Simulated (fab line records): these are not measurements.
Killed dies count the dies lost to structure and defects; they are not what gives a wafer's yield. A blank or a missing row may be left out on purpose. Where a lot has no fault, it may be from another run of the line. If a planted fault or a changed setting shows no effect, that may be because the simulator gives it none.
Chamber matching | flow n5_finfet | N5_BEOL_M12_ETCH_38 on rie_diel-05: 4 sister chambers
The step etches SiCN in CF4/N2, target depth 68.7 nm, time 73.4 s. 8 wafers are shown with their chamber, then 7 later ones without.

== EACH WAFER AND ITS CHAMBER ==
wafer  | chamber | drypump_motor_current_A (A) | showerhead_plenum_p_Torr (Torr)
L086.4 | 1       | 6.0                         | 2.154
L090.1 | 0       | 5.1                         | 2.162
L090.2 | 2       | 5.1                         | 2.091
L090.6 | 2       | 5.2                         | 2.091
L092.4 | 1       | 6.0                         | 2.150
L092.6 | 3       | 5.7                         | 2.167
L094.1 | 3       | 5.7                         | 2.166
L094.5 | 0       | 5.1                         | 2.158

== WAFERS WITHOUT THEIR CHAMBER ==
wafer  | drypump_motor_current_A (A) | showerhead_plenum_p_Torr (Torr)
L094.6 | 6.0                         | 2.148
L096.1 | 6.0                         | 2.146
L096.2 | 5.1                         | 2.156
L096.3 | 5.1                         | 2.086
L097.1 | 5.0                         | 2.154
L097.2 | 6.0                         | 2.145
L097.4 | 5.8                         | 2.163

== CHAMBER TAKEN BY EACH ==
wafer  | from the rows above | in truth
L094.6 | 1                   | 1
L096.1 | 1                   | 1
L096.2 | 0                   | 0
L096.3 | 2                   | 2
L097.1 | 0                   | 0
L097.2 | 1                   | 1
L097.4 | 3                   | 3
Correctly placed: 7 of 7. Can't be placed from these rows: 0. 0 placed wrongly.
How it was worked out, from the rows above alone: a wafer's distance from a chamber is the root of the sum, over the readings, of the square of ((its reading less the chamber's mean) divided by the reading's scatter). If the next closest chamber is less than 2 further off than the closest, the wafer can't be placed; otherwise it belongs to the closest. A chamber's mean is the mean of its shown wafers. The scatter: take each reading less its chamber's mean, square it, sum over the shown wafers, divide by the number of wafers less the number of chambers, and take the root.
